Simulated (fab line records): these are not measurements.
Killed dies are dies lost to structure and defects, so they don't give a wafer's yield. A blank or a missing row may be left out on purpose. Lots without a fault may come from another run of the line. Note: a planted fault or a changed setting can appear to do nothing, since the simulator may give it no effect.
Chamber matching || flow n5-finfet || N5_GATE_CUT_PECVD_57 on pecvd-04: 3 sister chambers
The step deposits SiNx from SiH4/NH3/N2, target thk 21 nm. 14 wafers are shown with their chamber, then 7 later ones without.

WAFERS, EACH WITH ITS CHAMBER
{"wafer": "L078.1", "chamber": 2, "showerhead-plenum-p-Torr (Torr)": 5.23, "showerhead-vpp-V (V)": 1115, "throttle-valve-pct (%)": 39.8}
{"wafer": "L078.5", "chamber": 2, "showerhead-plenum-p-Torr (Torr)": 5.23, "showerhead-vpp-V (V)": 1128, "throttle-valve-pct (%)": 39.6}
{"wafer": "L078.6", "chamber": 0, "showerhead-plenum-p-Torr (Torr)": 5.02, "showerhead-vpp-V (V)": 1074, "throttle-valve-pct (%)": 38.5}
{"wafer": "L082.2", "chamber": 1, "showerhead-plenum-p-Torr (Torr)": 5.05, "showerhead-vpp-V (V)": 1007, "throttle-valve-pct (%)": 40.6}
{"wafer": "L082.3", "chamber": 2, "showerhead-plenum-p-Torr (Torr)": 5.22, "showerhead-vpp-V (V)": 1121, "throttle-valve-pct (%)": 39.8}
{"wafer": "L082.6", "chamber": 2, "showerhead-plenum-p-Torr (Torr)": 5.24, "showerhead-vpp-V (V)": 1142, "throttle-valve-pct (%)": 40.0}
{"wafer": "L088.2", "chamber": 0, "showerhead-plenum-p-Torr (Torr)": 5.00, "showerhead-vpp-V (V)": 1072, "throttle-valve-pct (%)": 38.4}
{"wafer": "L088.5", "chamber": 1, "showerhead-plenum-p-Torr (Torr)": 5.05, "showerhead-vpp-V (V)": 977, "throttle-valve-pct (%)": 41.0}
{"wafer": "L088.6", "chamber": 2, "showerhead-plenum-p-Torr (Torr)": 5.23, "showerhead-vpp-V (V)": 1126, "throttle-valve-pct (%)": 40.4}
{"wafer": "L089.1", "chamber": 1, "showerhead-plenum-p-Torr (Torr)": 5.06, "showerhead-vpp-V (V)": 979, "throttle-valve-pct (%)": 41.1}
{"wafer": "L089.4", "chamber": 1, "showerhead-plenum-p-Torr (Torr)": 5.05, "showerhead-vpp-V (V)": 984, "throttle-valve-pct (%)": 40.7}
{"wafer": "L089.6", "chamber": 0, "showerhead-plenum-p-Torr (Torr)": 5.00, "showerhead-vpp-V (V)": 1081, "throttle-valve-pct (%)": 38.4}
{"wafer": "L093.1", "chamber": 0, "showerhead-plenum-p-Torr (Torr)": 5.02, "showerhead-vpp-V (V)": 1078, "throttle-valve-pct (%)": 38.4}
{"wafer": "L093.2", "chamber": 1, "showerhead-plenum-p-Torr (Torr)": 5.04, "showerhead-vpp-V (V)": 993, "throttle-valve-pct (%)": 40.8}

SIGNATURES, as means of the wafers listed above
{"reading": "showerhead-plenum-p-Torr", "chamber 0": 5.0100, "chamber 1": 5.0500, "chamber 2": 5.2300, "scatter within a chamber": 0.00853}
{"reading": "showerhead-vpp-V", "chamber 0": 1076.25, "chamber 1": 988.00, "chamber 2": 1126.40, "scatter within a chamber": 9.81}
{"reading": "throttle-valve-pct", "chamber 0": 38.425, "chamber 1": 40.840, "chamber 2": 39.920, "scatter within a chamber": 0.223}
Rule: a wafer's distance from a chamber is the root of the sum, over the readings, of the square of ((its reading less the chamber's mean) divided by the reading's scatter). If the next closest chamber is less than 2 further off than the closest, the wafer can't be placed; otherwise it belongs to the closest. The scatter: the root of (the sum of the squares of (reading less its chamber's mean) over the shown wafers, divided by (wafers less chambers)).

WAFERS WITHOUT THEIR CHAMBER
{"wafer": "L093.6", "showerhead-plenum-p-Torr (Torr)": 5.04, "showerhead-vpp-V (V)": 974, "throttle-valve-pct (%)": 40.6}
{"wafer": "L095.1", "showerhead-plenum-p-Torr (Torr)": 5.02, "showerhead-vpp-V (V)": 1067, "throttle-valve-pct (%)": 38.3}
{"wafer": "L095.3", "showerhead-plenum-p-Torr (Torr)": 5.22, "showerhead-vpp-V (V)": 1123, "throttle-valve-pct (%)": 40.5}
{"wafer": "L095.4", "showerhead-plenum-p-Torr (Torr)": 5.06, "showerhead-vpp-V (V)": 988, "throttle-valve-pct (%)": 40.7}
{"wafer": "L097.2", "showerhead-plenum-p-Torr (Torr)": 5.01, "showerhead-vpp-V (V)": 1074, "throttle-valve-pct (%)": 38.6}
{"wafer": "L097.3", "showerhead-plenum-p-Torr (Torr)": 5.24, "showerhead-vpp-V (V)": 1154, "throttle-valve-pct (%)": 40.5}
{"wafer": "L097.5", "showerhead-plenum-p-Torr (Torr)": 5.02, "showerhead-vpp-V (V)": 1073, "throttle-valve-pct (%)": 38.5}

EACH ONE'S CHAMBER
{"wafer": "L093.6", "from the rows above": 1, "in truth": 1}
{"wafer": "L095.1", "from the rows above": 0, "in truth": 0}
{"wafer": "L095.3", "from the rows above": 2, "in truth": 2}
{"wafer": "L095.4", "from the rows above": 1, "in truth": 1}
{"wafer": "L097.2", "from the rows above": 0, "in truth": 0}
{"wafer": "L097.3", "from the rows above": 2, "in truth": 2}
{"wafer": "L097.5", "from the rows above": 0, "in truth": 0}
Placed correctly: 7 of 7. Not placeable from these rows: 0. Number placed wrongly: 0.
